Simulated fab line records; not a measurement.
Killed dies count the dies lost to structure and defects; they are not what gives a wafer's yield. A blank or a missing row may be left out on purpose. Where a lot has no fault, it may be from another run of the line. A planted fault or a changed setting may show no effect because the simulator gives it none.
Matching of chambers + flow nand harc + 3 sister chambers for NHARC_A_M0_DEP_32 on pecvd-03
The step deposits SiCN, target thk 30 nm. 14 wafers are shown with their chamber, then 7 later ones without.

## WAFERS PAIRED WITH THEIR CHAMBERS
| wafer  | chamber | heater power w (W) |
|--------|---------|--------------------|
| L948.1 | 1       | 583                |
| L948.4 | 0       | 599                |
| L948.5 | 1       | 599                |
| L950.1 | 1       | 628                |
| L950.4 | 1       | 627                |
| L950.5 | 0       | 618                |
| L957.1 | 2       | 554                |
| L957.5 | 0       | 649                |
| L957.6 | 2       | 547                |
| L959.3 | 1       | 577                |
| L959.5 | 1       | 582                |
| L959.6 | 2       | 576                |
| L965.3 | 0       | 572                |
| L965.4 | 0       | 584                |

SIGNATURES (means of the wafers above)
| reading        | chamber 0 | chamber 1 | chamber 2 | scatter within a chamber |
|----------------|-----------|-----------|-----------|--------------------------|
| heater power w | 604.40    | 599.33    | 559.00    | 24.8                     |
Rule: a wafer's distance from a chamber is the root of the sum, over the readings, of the square of ((its reading less the chamber's mean) divided by the reading's scatter). If the next closest chamber is less than 2 further off than the closest, the wafer can't be placed; otherwise it belongs to the closest. The scatter is the square root of a quotient: the sum, over the shown wafers, of each reading's squared deviation from its chamber's mean, divided by wafers minus chambers.

## WAFERS WITHOUT THEIR CHAMBER
| wafer  | heater power w (W) |
|--------|--------------------|
| L965.5 | 509                |
| L967.2 | 598                |
| L967.4 | 554                |
| L967.6 | 592                |
| L968.4 | 564                |
| L968.5 | 495                |
| L968.6 | 579                |

## WHICH CHAMBER EACH WENT THROUGH
| wafer  | from the rows above          | in truth |
|--------|------------------------------|----------|
| L965.5 | can't be placed: 2 or 1 or 0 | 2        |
| L967.2 | can't be placed: 1 or 0 or 2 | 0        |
| L967.4 | can't be placed: 2 or 1 or 0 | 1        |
| L967.6 | can't be placed: 1 or 0 or 2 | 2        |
| L968.4 | can't be placed: 2 or 1 or 0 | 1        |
| L968.5 | can't be placed: 2 or 1 or 0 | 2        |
| L968.6 | can't be placed: 2 or 1 or 0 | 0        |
Correctly placed: 0 of 7. Can't be placed from these rows: 7 (the true chamber is among the candidates in 7). Number placed wrongly: 0.
